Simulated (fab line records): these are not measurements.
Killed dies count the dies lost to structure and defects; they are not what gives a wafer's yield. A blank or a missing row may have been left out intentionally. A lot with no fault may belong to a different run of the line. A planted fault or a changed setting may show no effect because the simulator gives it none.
fab line records    flow n5-finfet
record: lots: 4  wafers: 12  last-day: 15
route steps=1938 shown BEOL_M7@1263 PASSIVATION@1936
lots with no fault: from the same line, run without faults
start-h: hours from the record's first day to the start of the lot's first wafer shown    wait-h: time in hours since the lot's previous step    " unchanged from the row above    L1.1+2: a row that stands for several wafers    - no value, or no start given    * or withheld: withheld    < > ~ a bound
route shown NAME@n: a module of which the file shows steps, and the number in the route of the first    usual: mean/standard deviation of fault-free wafers    same: alike in all rows    chamber/n: place in a boat    sites: readings site by site    _std_site: standard deviation across them    _edge_site: the outer-site mean with the inner-site mean subtracted    radius-mm: how far each site lies from the wafer's centre    mask NAME#n: copy n    behind: tool/chamber where the wafer was last shaped    hold: what put the lot on hold/how long, in hours/how the hold closed    device: names the non-switching transistor (n, p or np)    end of line: tests run on the same wafers once the route is complete    where a step has no rows: the recipe by itself    killed: dies that structure and defects cost at the first sort, which is not the same as the wafer's yield    map: dies across one wafer; x = killed, . = not, _ = none there
set.NAME: the setting as run; set.NAME@STEP: as run at that earlier step    model.NAME: the simulator's own value behind a step, which no gauge read
lots at some steps of the route; a table a step, a row a wafer
services: a tool's chamber out of use, with start hour (start-h, from the record's first day; less than 0 if before it), hours out, and reason
== steps ==
step: N5_BEOL_M7_ILD_DEP_00
recipe: material: SiCOH_lowk  target-thk-a: 1797.5  temp-c: 300  precursor: DEMS/porogen  pressure-torr: 5  rf-w: 500  time-s: 33.4
step: N5_BEOL_M7_CURE_74
recipe: temp-c: 385  time-s: 240  ambient: He/Ar  material: SiCOH_lowk
step: N5_BEOL_M7_PECVD_70
recipe: material: SiO2  target-thk-a: 200  temp-c: 400  precursor: TEOS/O2  pressure-torr: 5.5  rf-w: 450  teos-flow-sccm: 53.8  gas: O2  flow-sccm: 3000  time-s: 22.7
step: N5_BEOL_M7_HM_DEP_02
recipe: material: TiN  target-thk-a: 200  temp-c: 25  chamber-pressure-pa: 0.49996
step: N5_BEOL_M7_COAT_59
recipe: resist: SOC  temp-c: 250  time-s: 60  spin-rpm: 1500  resist-thk-nm: 100
step: N5_BEOL_M7_COAT_60
recipe: resist: SiARC  temp-c: 220  time-s: 60  spin-rpm: 1500  resist-thk-nm: 35
step: N5_BEOL_M7_COAT_05
recipe: resist: CAR-ArF  spin-rpm: 1500  resist-thk-nm: 90
step: N5_BEOL_M7_EBR_07
recipe: solvent: PGMEA  ebr-width-mm: 1.5
step: N5_BEOL_M7_SOFTBAKE_06
recipe: temp-c: 110  time-s: 60  resist: CAR-ArF
step: N5_BEOL_M7_EXPOSE_08
recipe: mask-id: M7  na: 1.35  source-shape: dipole  sigma-inner: 0.817  sigma-outer: 0.97  polarization: te  dose-mj: 68.25
usual: exposure-dose-mJ-cm2: 68.20/0.072
same: na: 1.35
lot.wafer  tool             chamber  start-h  wait-h  mask  exposure-dose-mJ-cm2
L769.1     arfi-scanner-02  0        223.90   -       M7#0  68.26
L769.4     "                0        "        "       M7#0  68.15
L769.5     "                0        "        "       M7#0  68.19
L774.2     arfi-scanner-02  0        257.12   -       M7#0  70.18
L774.3     "                0        "        "       M7#0  70.25
L774.6     "                0        "        "       M7#0  70.20
L776.2     arfi-scanner-03  0        274.13   -       M7#0  68.33
L776.4     "                0        "        "       M7#0  68.27
L776.5     "                0        "        "       M7#0  68.31
L778.1     arfi-scanner-02  0        284.89   -       M7#0  69.43
L778.2     "                0        "        "       M7#0  69.44
L778.3     "                0        "        "       M7#0  69.40
step: N5_BEOL_M7_PEB_09
recipe: peb-temp-c: withheld  peb-time-s: 60  resist: CAR-ArF
step: N5_BEOL_M7_DEVELOP_10
recipe: develop-time-s: 30  developer: TMAH  resist: CAR-ArF  rinse-liquid: diw  dry: air-spin  dev-temp-c: 23
step: N5_BEOL_M7_DESCUM_16
recipe: chemistry: O2  time-s: 7.9  source-power-w: 50  bias-power-w: 20  pressure-mtorr: 20  rf-frequency-hz: 2.712e+07  temp-c: 40  resist: CAR-ArF  o2-flow-sccm: 225
step: N5_BEOL_M7_ETCH_61
recipe: chemistry: CF4  target: SiARC  target-depth-a: 455  mask-material: CAR-ArF  time-s: 75.8  ion-energy-ev: 80  pressure-mtorr: 40  source-w: 545  bias-w: 36  Ar_flow_sccm: 100  cf4-flow-sccm: 100  ends: cleared
usual: drypump-motor-current-A: 5.5/0.4  etch-rf-on-time-s: 76.1/2.2  mfc-ar-sccm: 100.0/0.31  oes-product-au: 0.68/0.055  rf-vpp-V: 184.2/1.1  showerhead-plenum-p-Torr: 2.15/0.07  throttle-valve-pct: 15.51/0.12
lot.wafer  tool         chamber  start-h  wait-h  drypump-motor-current-A  etch-rf-on-time-s  mfc-ar-sccm  oes-product-au  rf-hours-counter-h  rf-vpp-V  showerhead-plenum-p-Torr  throttle-valve-pct  model.BEOL_M7.cd-offset-nm
L769.1     rie-diel-02  2        224.25   0.0     5.9                      78.4               100.1        0.61            214                 184.6     2.09                      15.68               0.6
L769.4     "            0        "        "       5.0                      77.1               99.9         0.62            184                 183.7     2.13                      15.65               1
L769.5     "            3        "        "       5.5                      76.5               100.3        0.63            -                   185.7     2.21                      15.60               0.6
L774.2     rie-diel-06  2        257.52   0.0     5.4                      71.5               100.0        0.69            117                 184.9     2.24                      15.52               1.4
L774.3     "            3        "        "       5.9                      74.0               99.9         0.66            165                 183.1     1.98                      15.41               1.6
L774.6     "            3        "        "       5.9                      74.6               100.0        0.66            -                   182.5     1.98                      15.41               1.6
L776.2     rie-diel-06  0        274.38   0.0     5.6                      76.7               100.2        0.75            44                  184.8     2.18                      15.39               0.4
L776.4     "            2        "        "       5.4                      71.0               99.9         0.69            -                   185.6     2.23                      15.51               0.4
L776.5     "            0        "        "       5.6                      76.3               100.3        0.75            -                   184.6     2.18                      15.41               -0.2
L778.1     rie-diel-02  3        285.14   0.0     5.5                      76.6               99.9         0.61            181                 184.8     2.20                      15.62               0
L778.2     "            2        "        "       5.9                      78.2               100.1        0.59            234                 183.1     2.09                      15.69               1.2
L778.3     "            0        "        "       5.0                      76.3               99.8         0.62            203                 183.1     2.13                      15.69               0.4
step: N5_BEOL_M7_ETCH_62
recipe: chemistry: N2/H2  target: SOC  target-depth-a: 1100  overetch-a: 220  mask-material: SiARC  temp-c: 40  time-s: 165  ion-energy-ev: 200  pressure-mtorr: 30  source-w: 840  bias-w: 150  n2-flow-sccm: 200  h2-flow-sccm: 200
step: N5_BEOL_M7_STRIP_68
recipe: chemistry: N2/H2  temp-c: 40  n2-flow-sccm: 200  h2-flow-sccm: 200  rf-frequency-hz: 6e+07
step: N5_BEOL_M7_STRIP_67
recipe: chemistry: CF4  resist: SiARC  power-w: 300  bias-power-w: 75  pressure-mtorr: 50  cf4-flow-sccm: 150  rf-frequency-hz: 6e+07
step: N5_BEOL_M7_HM_OPEN_17
recipe: chemistry: Cl2/BCl3  target-depth-a: 200  overetch-a: 60  target: TiN  mask-material: SOC  ion-energy-ev: 150  pressure-mtorr: 10  icp-w: 1000  bias-w: 126  Cl2_flow_sccm: 53.25  bcl3-flow-sccm: 21.75  Ar_flow_sccm: 25
usual: drypump-motor-current-A: 5.7/0.5  he-backside-leak-sccm: 3.4/0.37  mfc-ar-sccm: 24.99/0.082  oes-product-au: 0.65/0.087  throttle-valve-pct: 22.31/0.088
lot.wafer  tool          chamber  start-h  wait-h  drypump-motor-current-A  he-backside-leak-sccm  mfc-ar-sccm  oes-product-au  rf-hours-counter-h  throttle-valve-pct  model.BEOL_M7.cd-offset-nm
L769.1     rie-metal-03  1        224.49   0.0     6.6                      3.8                    24.89        0.65            44                  22.36               0.2
L769.4     "             1        "        "       6.6                      3.8                    24.96        0.66            -                   22.36               1
L769.5     "             0        "        "       5.2                      3.3                    24.99        0.69            -                   22.15               0.8
L774.2     rie-metal-01  0        257.76   0.0     5.4                      3.6                    24.99        0.69            40                  22.31               1.8
L774.3     "             0        "        "       5.4                      3.4                    24.78        0.68            -                   22.31               1.8
L774.6     "             1        "        "       5.5                      3.5                    25.05        0.57            -                   22.27               1.8
L776.2     rie-metal-03  0        274.62   0.0     5.2                      3.4                    25.15        0.68            36                  22.16               -0.2
L776.4     "             1        "        "       6.6                      3.7                    25.09        0.65            -                   22.36               0.8
L776.5     "             1        "        "       6.6                      3.8                    24.88        0.66            -                   22.34               -0.6
L778.1     rie-metal-03  1        285.38   0.0     6.6                      3.5                    25.08        0.65            48                  22.35               0.2
L778.2     "             0        "        "       5.2                      3.3                    25.15        0.67            37                  22.17               0.6
L778.3     "             0        "        "       5.2                      3.3                    25.01        0.68            -                   22.15               0.6
step: N5_BEOL_M7_STRIP_19
recipe: chemistry: O2  power-w: 400  temp-c: 40  pressure-mtorr: 30  rf-frequency-hz: 6e+07  bias-power-w: 0  overash-fraction: 0.2  o2-flow-sccm: 225
step: N5_PASSIVATION_PROBE_49
usual: defect-limited-yield: 91.4/1.6  killed_at_M0_to_M3: 31/11  killed_at_M4_up: 14/5.7  killed-at-contacts: 12/6  killed-at-front-end: 41/13  killed-at-other: 3.3/2.8  killed-dies: 101/19  killed-open: 67/14  killed-short: 33/8.2  sort_bin_4_leakage: 0.0/0.37  sort_bin_5_function: 5.0/1.1  sort_bin_6_memory: 3.3/0.74  sort-n-pass: 1078/20  sort-yield-pct: 91.3/1.7
same: gross-dies: 1180  killed-at-back-side: 0  sort_bin_8_speed[%]: 0
lot.wafer  tool       chamber  start-h  wait-h  defect-limited-yield[%]  killed_at_M0_to_M3  killed_at_M4_up  killed-at-contacts  killed-at-front-end  killed-at-other  killed-dies  killed-open  killed-short  sort_bin_4_leakage[%]  sort_bin_5_function[%]  sort_bin_6_memory[%]  sort-n-pass  sort-yield-pct[%]
L774.2     prober-02  -        334.46   0.1     91.0                     39                  8                2                   57                   0                106          71           35            0                      5.3                     3.5                   1074         91.0
L774.3     prober-02  -        334.51   0.1     90.8                     37                  14               11                  46                   1                109          76           33            0                      5.5                     3.5                   1071         90.8
L774.6     prober-02  -        334.66   0.3     90.5                     40                  7                4                   61                   0                112          66           44            0                      5.3                     3.9                   1068         90.5
L776.2     prober-02  -        360.31   0.1     91.2                     36                  6                17                  37                   8                104          68           36            0                      5.5                     3.1                   1076         91.2
L776.4     prober-02  -        360.41   0.2     90.8                     24                  27               10                  37                   10               108          67           39            0                      5.0                     3.8                   1072         90.8
L776.5     prober-02  -        360.46   0.2     91.1                     35                  20               13                  32                   5                105          65           38            0                      5.3                     3.3                   1075         91.1
killed by level:class
L774.2 BEOL_M1:geometric-particle:open=12 GATE_CUT:geometric-particle:open=11 GATE_CUT:geometric-particle:short=10 BEOL_M0_SAQP:geometric-particle:open=8 FIN_SAQP:geometric-particle:short=7 STI_FIN_REVEAL:geometric-particle:open=7 BEOL_M0_SAQP:geometric-particle:short=7 FIN_SAQP:geometric-particle:open=5
L774.3 BEOL_M0_SAQP:geometric-particle:short=11 STI_FIN_REVEAL:geometric-particle:open=9 FIN_SAQP:geometric-particle:short=8 MOL_CONTACT_COAG:geometric-particle:open=8 BEOL_M1:geometric-particle:open=8 FIN_SAQP:geometric-particle:open=7 BEOL_M3:geometric-particle:open=6 DUMMY_GATE:geometric-particle:open=5
L774.6 STI_FIN_REVEAL:geometric-particle:open=15 BEOL_M1:geometric-particle:open=10 GATE_CUT:geometric-particle:short=9 BEOL_M0_SAQP:geometric-particle:open=9 BEOL_M0_SAQP:geometric-particle:short=9 FIN_SAQP:geometric-particle:open=8 FIN_SAQP:geometric-particle:short=6 GATE_CUT:geometric-particle:open=5
L776.2 MOL_CONTACT_COAG:geometric-particle:open=14 FIN_SAQP:geometric-particle:short=10 STI_FIN_REVEAL:geometric-particle:open=8 BEOL_M0_SAQP:geometric-particle:short=8 BEOL_M0_SAQP:geometric-particle:open=6 BEOL_M0:geometric-particle:open=6 BEOL_M3:geometric-particle:open=6 BEOL_M1:geometric-particle:open=5
L776.4 BEOL_M4:geometric-particle:open=11 MOL_CONTACT_COAG:geometric-particle:open=9 BEOL_M0_SAQP:geometric-particle:short=7 FIN_SAQP:geometric-particle:open=6 SPACER0:geometric-particle:open=5 BEOL_M4:geometric-particle:short=5 DUMMY_GATE:geometric-particle:open=4 BEOL_M2:geometric-particle:short=4
L776.5 BEOL_M0_SAQP:geometric-particle:short=10 MOL_CONTACT_COAG:geometric-particle:open=8 BEOL_M0_SAQP:geometric-particle:open=7 BEOL_M4:geometric-particle:open=6 FIN_SAQP:geometric-particle:open=5 BEOL_M3:geometric-particle:open=5 SPACER0:geometric-particle:short=5 MOL_CONTACT_COAG:geometric-particle:short=5
== services ==
tool             chamber  start-h  hours  kind
arfi-scanner-03  -        202.33   3.9    pm
arfi-scanner-02  -        216.23   3.9    pm
arfi-scanner-03  -        230.23   0.8    pm
arfi-scanner-03  -        236.63   0.8    repair
rie-diel-06      1        237.52   -      clean
rie-diel-06      1        237.52   -      consumable-replace:focus-ring
rie-diel-06      1        237.52   21.4   scheduled-down
rie-diel-06      1        237.52   21.4   vent-cycle
arfi-scanner-03  0        249.69   -      calibration
arfi-scanner-02  0        254.40   -      calibration
arfi-scanner-03  -        256.26   1.3    pm
rie-diel-06      3        272.94   8.2    repair
arfi-scanner-02  -        276.20   1.0    pm
== key ==
first-sign: step: N5_BEOL_M7_EXPOSE_08  reading: exposure-dose-mJ-cm2  direction: up  sigmas: 22  usual: 68.20  struck: 69.82
effect none on later readings
model-effect: step: N5_BEOL_M7_ETCH_61  value: BEOL_M7.cd-offset-nm  without: -0.1333  struck: 1.033
model-effect: step: N5_BEOL_M7_HM_OPEN_17  value: BEOL_M7.cd-offset-nm  without: -0.03333  struck: 1.133
met-at N5_BEOL_M7_EXPOSE_08
struck-wafers L774.2,L774.3,L774.6,L778.1,L778.2,L778.3
loop-trim: step: N5_BEOL_M7_EXPOSE_08  setting: dose  lots: L778
onset-between 223.90 257.12
fault: kind: process-parameter-drift  tool: arfi-scanner-02  chamber: -  onset-h: 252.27  steps: N5_BEOL_M7_EXPOSE_08  channel: dose-mj  offset: 1.958  shape: step  acts-in: these-recipes-only  stated: 68.25
loop-trim: a control loop set the setting to another value than it would have without faults
